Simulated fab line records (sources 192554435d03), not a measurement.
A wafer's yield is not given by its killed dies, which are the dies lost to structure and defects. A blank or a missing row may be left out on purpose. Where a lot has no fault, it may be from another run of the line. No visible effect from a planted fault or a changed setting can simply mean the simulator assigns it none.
Comparing a struck lot with a sound one / flow n5 finfet / 15 steps out of a route of 1938
Sound: these wafers, L969.1, L969.2, L969.3. Struck: wafer L979.1; the same lot's L979.3 was not struck, so it is left out; see the end for the cause.
At each step with rows: each side's tool, then ch and its chambers, then its first start. Under that, the readings that differ: sound wafers / struck wafers / difference of the means / sigmas: that difference in standard deviations of wafers without a fault.
alike: words and numbers the same on both sides, and readings whose means are apart by under 2 such deviations; not compared: readings that were withheld, readings missing a value for some wafer, numbers with overlapping values and no deviation given by the record, and bounds like >300 which may hide the same value.
The two part at a step that has a row with sigmas, a row that says differs or no value, or rows on one side only. When numbers do not overlap yet have no deviation, they are printed without sigmas and do not part them. A reading missing from all wafers of one side parts the sides only when that side holds two or more wafers.

N5_BEOL_M4_SPUTTER_92: material Cu, target thk 4.5 nm, time 8.29 s.
  sound on pvd sputter-01, day 10 20:22; struck on pvd sputter-02, day 15 17:17
  alike: chamber pressure pa, throttle valve pct
N5_BEOL_M4_ANNEAL_93: time 240 s.
  sound on pvd sputter-01, day 10 20:27; struck on pvd sputter-02, day 15 17:22
  alike: heater power w
N5_BEOL_M4_SPUTTER_94: material Cu, target thk 4.5 nm, time 8.29 s.
  sound on pvd sputter-01, day 10 20:35; struck on pvd sputter-02, day 15 17:31
  alike: chamber pressure pa, throttle valve pct
N5_BEOL_M4_ANNEAL_95: time 240 s.
  sound on pvd sputter-01, day 10 20:40; struck on pvd sputter-02, day 15 17:35
  alike: heater power w
then, 3 steps without rows for these wafers: N5_BEOL_M4_SPUTTER_96 (material Cu, target thk 4.5 nm, time 8.29 s); N5_BEOL_M4_ECD_50 (material Cu, target thk 300 nm); N5_BEOL_M4_ANNEAL_51 (time 90 s).
N5_BEOL_M4_CMP_52: polishes, stops on SiOC, t overpolish 6.8 s, target thk 40 nm.
  sound on cmp-02 ch 0,2,3, day 10 21:18; struck on cmp-03 ch 2, day 15 18:18
reading=barrier field endpoint s (s); sound=25.7 25.7 25.6; struck=24.4; difference=-1.3; sigmas=-2
reading=time to endpoint s (s); sound=65.6 67.1 67.5; struck=60.7; difference=-6.0; sigmas=-3
  alike: motor current A, overpolish run s, slurry filter dp kPa
N5_BEOL_M4_THK_MEAS_53: measures by xrf.
  sound on film metro-02, day 10 21:36; struck on film metro-01, day 15 18:31
  alike: M4_THK
then, 3 steps without rows for these wafers: N5_BEOL_M4_PRE_CLEAN_60 (time 15 s); N5_BEOL_M4_CO_CAP_55 (material Co, precursor CCTBA/H2, target thk 2 nm, time 102.1 s); N5_BEOL_M4_PRE_CLEAN_56 (time 15 s).
N5_BEOL_M4_DEP_57: deposits SiCN from 3MS/NH3, target thk 8 nm, time 14 s.
  sound on pecvd-03 ch 0,1,2, day 10 21:47; struck on pecvd-03 ch 0, day 15 18:46
reading=model.SiCN_of_BEOL_M4_DEP_57.thk nm (nm); sound=7.8 7.8 7.8; struck=10.6; difference=+2.8; sigmas=
  alike: chamber pressure Torr, showerhead plenum p Torr, throttle valve pct
N5_BEOL_M4_RS_MEAS_58: uses a four-point probe to measure.
  sound on film metro-01, day 10 21:52; struck on film metro-01, day 15 18:50
  alike: M4_RS
N5_BEOL_M4_RC_MEAS_101:
  sound on prober-01 ch 0, day 10 21:55; struck on prober-02 ch 0, day 15 18:53
  alike: DIBL_N, DIBL_P, IOFF_N, IOFF_P, ION_N, ION_P, SS_N, SS_P, VT_N, VT_P

== WHERE THEY PART ==
N5_BEOL_M4_CMP_52 only, going by this record. Later steps at which nothing parts them and some readings are alike: N5_BEOL_M4_THK_MEAS_53, N5_BEOL_M4_DEP_57, N5_BEOL_M4_RS_MEAS_58, N5_BEOL_M4_RC_MEAS_101.

WHY: what the simulator had put in
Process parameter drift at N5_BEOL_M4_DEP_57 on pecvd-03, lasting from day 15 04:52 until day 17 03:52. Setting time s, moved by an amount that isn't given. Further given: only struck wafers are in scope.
